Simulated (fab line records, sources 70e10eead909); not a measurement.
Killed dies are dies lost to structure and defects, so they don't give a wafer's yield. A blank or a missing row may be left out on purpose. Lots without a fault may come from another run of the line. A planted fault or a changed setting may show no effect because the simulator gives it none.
Chamber matching | flow nand_harc | NHARC_P_M0_DEP_32 on pecvd-03: 3 sister chambers
The step deposits SiCN, target thk 30 nm. 3 wafers are shown with their chamber, then 12 later ones without.

WAFERS WITH THEIR CHAMBER
wafer  | chamber | heater_power_w (W)
L089.5 | 0       | 755
L090.4 | 1       | 690
L090.5 | 2       | 536

WAFERS WITHOUT THEIR CHAMBER
wafer  | heater_power_w (W)
L091.1 | 561
L091.2 | 727
L091.6 | 556
L094.1 | 698
L094.3 | 576
L094.4 | 701
L095.2 | 623
L095.3 | 632
L095.6 | 580
L097.1 | 514
L097.2 | 761
L097.4 | 747

WHICH CHAMBER EACH WENT THROUGH
wafer  | from the rows above          | in truth
L091.1 | 2                            | 2
L091.2 | can't be placed: 0 or 1      | 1
L091.6 | 2                            | 2
L094.1 | can't be placed: 1 or 0      | 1
L094.3 | 2                            | 2
L094.4 | can't be placed: 1 or 0      | 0
L095.2 | can't be placed: 1 or 2 or 0 | 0
L095.3 | can't be placed: 1 or 2 or 0 | 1
L095.6 | can't be placed: 2 or 1      | 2
L097.1 | 2                            | 2
L097.2 | can't be placed: 0 or 1      | 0
L097.4 | can't be placed: 0 or 1      | 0
Placed correctly: 4 of 12. Can't be placed from these rows: 8 (the true chamber is among the candidates in 8). Placed wrongly: 0.
How it was worked out, from the rows above alone: a wafer's distance from a chamber is the root of the sum, over the readings, of the square of ((its reading less the chamber's mean) divided by the reading's scatter). The wafer belongs to the nearest chamber; if the next one is less than 2 further off, it can't be placed. A chamber's mean is the mean of its shown wafers. The scatter: with one shown wafer a chamber, the root of the mean of the squares of how far each hidden wafer lies from its nearest shown one.
